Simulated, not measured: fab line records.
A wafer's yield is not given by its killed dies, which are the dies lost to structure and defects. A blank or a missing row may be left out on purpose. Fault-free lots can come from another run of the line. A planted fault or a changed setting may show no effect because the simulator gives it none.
Which tool did it? -- flow n5 finfet -- 33 wafers from 11 lots sampled at 5 of the route's 1938 steps

WHAT EACH GAUGE READ, for each wafer
N5_MIM_TOP_LITHO_INSPECT_12: inspects for defects (macro). Usual: raw defect count 2.0, standard deviation 1.2.
lot,measured,on,raw defect count,flag
L923,day 12 12:32,defect inspect-01,1 1 1,
L926,day 12 20:09,defect inspect-01,1 1 1,
L929,day 13 03:41,defect inspect-02,2 1 3,
L931,day 14 03:33,defect inspect-02,1 2 0,
L936,day 15 02:02,defect inspect-01,4 0 1,
L933,day 15 03:04,defect inspect-01,5 4 3,
L934,day 15 08:54,defect inspect-02,266 253 252,OFF
L935,day 15 14:27,defect inspect-01,251 239 271,OFF
L945,day 17 06:31,defect inspect-01,2 2 2,
L943,day 17 11:57,defect inspect-02,2 2 3,
L944,day 17 12:33,defect inspect-02,3 2 2,

WHAT TOOL EACH LOT RAN ON (gives the tool, then ch and the chambers of the sampled wafers, and finally the start)
lot,N5_BEOL_M15_DEP_53,N5_PASSIVATION_PECVD_00,N5_MIM_BOT_DEGAS_01,N5_MIM_TOP_ALD_01
L923,"pecvd-04 ch 1,2, day 12 07:04","pecvd-01 ch 0,1,2, day 12 08:08","pvd sputter-02, day 12 11:18","ald hk-02 ch 0,3, day 12 12:32 or earlier"
L926,"pecvd-03 ch 1,2, day 12 13:23","pecvd-01 ch 1,2, day 12 14:28","pvd sputter-02, day 12 16:41","ald hk-01 ch 0,2,3, day 12 20:09 or earlier"
L929,"pecvd-03 ch 1,2, day 12 23:32","pecvd-01 ch 0,1,2, day 13 00:38","pvd sputter-03, day 13 00:48","ald hk-01 ch 0,3, day 13 03:41 or earlier"
L931,"pecvd-04 ch 0,1,2, day 13 21:33","pecvd-03 ch 1,2, day 13 22:38","pvd sputter-01, day 14 01:59","ald hk-02 ch 0,2,3, day 14 03:33 or earlier"
L936,"pecvd-04 ch 0,1,2, day 14 20:28","pecvd-01 ch 0,1,2, day 14 22:29","pvd sputter-01, day 14 22:44","ald hk-03 ch 2,3, day 15 02:02 or earlier"
L933,"pecvd-02 ch 0,1, day 14 22:12","pecvd-01 ch 1,2, day 14 23:17","pvd sputter-02, day 15 01:32","ald hk-01 ch 1,2, day 15 03:04 or earlier"
L934,"pecvd-04 ch 0,1, day 15 03:33","pecvd-01 ch 0,2, day 15 04:38","pvd sputter-02, day 15 04:42","ald hk-01 ch 1,3, day 15 08:54 or earlier"
L935,"pecvd-04 ch 0,1,2, day 15 09:52","pecvd-01 ch 0,2, day 15 10:56","pvd sputter-03, day 15 12:55","ald hk-01 ch 2,3, day 15 14:27 or earlier"
L945,"pecvd-04 ch 0,2, day 17 03:16","pecvd-04 ch 0,1, day 17 04:20","pvd sputter-03, day 17 04:26","ald hk-03 ch 0,1,3, day 17 06:31 or earlier"
L943,"pecvd-04 ch 0,1,2, day 17 07:32","pecvd-03 ch 0,1, day 17 08:37","pvd sputter-01, day 17 09:28","ald hk-03 ch 0,1,2, day 17 11:57 or earlier"
L944,"pecvd-03 ch 0,1,2, day 17 08:51","pecvd-03 ch 0,1, day 17 09:56","pvd sputter-03, day 17 10:47","ald hk-02 ch 0,1,3, day 17 12:33 or earlier"
- N5_BEOL_M15_DEP_53: deposits SiCN from 3MS/NH3, target thk 50 nm, time 17.8 s.
- N5_PASSIVATION_PECVD_00: deposits SiO2 from SiH4/N2O, target thk 200 nm, time 11.2 s.
- N5_MIM_BOT_DEGAS_01: time 60 s.
- N5_MIM_TOP_ALD_01: deposits HfO2, target thk 5.6 nm, pulse time 1 s, purge time 3 s.

AS READ BY THE TOOLS THEMSELVES (means over the sampled wafers that have a number; for cases with no such wafer, the mark the record gives instead)
N5_BEOL_M15_DEP_53. Usual: showerhead plenum p Torr 4.158 Torr, standard deviation 0.027; throttle valve pct 18.0 %, standard deviation 1.4.
lot,tool,showerhead plenum p Torr (Torr),throttle valve pct (%),flag
L923,pecvd-04,4.176,18.2,
L926,pecvd-03,4.127,16.8,
L929,pecvd-03,4.126,16.8,
L931,pecvd-04,4.166,17.7,
L936,pecvd-04,4.163,17.7,
L933,pecvd-02,4.188,19.3,
L934,pecvd-04,4.160,17.8,
L935,pecvd-04,4.160,17.9,
L945,pecvd-04,4.156,17.8,
L943,pecvd-04,4.161,17.9,
L944,pecvd-03,4.145,18.0,

N5_PASSIVATION_PECVD_00. Usual: heater power w 620 W, standard deviation 79; showerhead plenum p Torr 8.18 Torr, standard deviation 0.15; susceptor temp C 400.01 C, standard deviation 0.2; throttle valve pct 51 %, standard deviation 3.5.
lot,tool,heater power w (W),showerhead plenum p Torr (Torr),susceptor temp C (C),throttle valve pct (%),flag
L923,pecvd-01,704,8.20,400.12,51,
L926,pecvd-01,716,8.15,400.00,53,
L929,pecvd-01,686,8.20,399.91,51,
L931,pecvd-03,604,8.00,399.85,47,
L936,pecvd-01,661,8.21,399.75,51,
L933,pecvd-01,700,8.07,399.91,50,
L934,pecvd-01,652,8.10,400.15,48,
L935,pecvd-01,633,8.26,399.82,49,
L945,pecvd-04,655,8.13,400.05,49,
L943,pecvd-03,528,8.20,399.93,55,
L944,pecvd-03,598,8.07,399.75,52,

N5_MIM_BOT_DEGAS_01. Usual: heater power w 453 W, standard deviation 45; susceptor temp C 299.99 C, standard deviation 0.21.
lot,tool,heater power w (W),susceptor temp C (C),flag
L923,pvd sputter-02,487,299.91,
L926,pvd sputter-02,454,299.81,
L929,pvd sputter-03,467,300.15,
L931,pvd sputter-01,475,299.89,
L936,pvd sputter-01,493,299.89,
L933,pvd sputter-02,473,299.96,
L934,pvd sputter-02,413,300.10,
L935,pvd sputter-03,450,299.97,
L945,pvd sputter-03,436,300.05,
L943,pvd sputter-01,480,299.97,
L944,pvd sputter-03,472,300.22,

N5_MIM_TOP_ALD_01. Usual: precursor pulse height rel 1.000, standard deviation 0.02.
lot,tool,precursor pulse height rel,flag
L923,ald hk-02,1.005,
L926,ald hk-01,0.983,
L929,ald hk-01,1.008,
L931,ald hk-02,1.008,
L936,ald hk-03,1.003,
L933,ald hk-01,0.992,
L934,ald hk-01,0.987,
L935,ald hk-01,1.019,
L945,ald hk-03,1.018,
L943,ald hk-03,1.007,
L944,ald hk-02,1.006,

THE ANSWER, worked out from the rows above alone
Rule: take the mean of a lot's wafers that have a number; if it is more than 3 standard deviations from the usual mean, the lot is off. Also off: a lot with no number at a reading for which 4 or more lots have one. All remaining lots with rows at the step are treated as sound. First the gauges in route order, then the tools' own readings, where a lot's mean is used as printed above. The first step at which some lot is off is used, and at that step the reading that is off furthest; a lot without a number counts as furthest.
Off at N5_MIM_TOP_LITHO_INSPECT_12 (raw defect count): L934, L935.
If a tool, at a process step before that reading, ran all the lots that are off and no sound lot after the first of them, it fits. Gauges at N5_MIM_TOP_LITHO_INSPECT_12: tried the same way as those tools. N5_MIM_TOP_ALD_01: start missing for some lots; hours and lot order therefore follow N5_MIM_TOP_LITHO_INSPECT_12. This does not decide it: 2 tools fit, namely pecvd-01 at N5_PASSIVATION_PECVD_00 and ald hk-01 at N5_MIM_TOP_ALD_01.

WHAT WAS PUT IN BY THE SIMULATOR
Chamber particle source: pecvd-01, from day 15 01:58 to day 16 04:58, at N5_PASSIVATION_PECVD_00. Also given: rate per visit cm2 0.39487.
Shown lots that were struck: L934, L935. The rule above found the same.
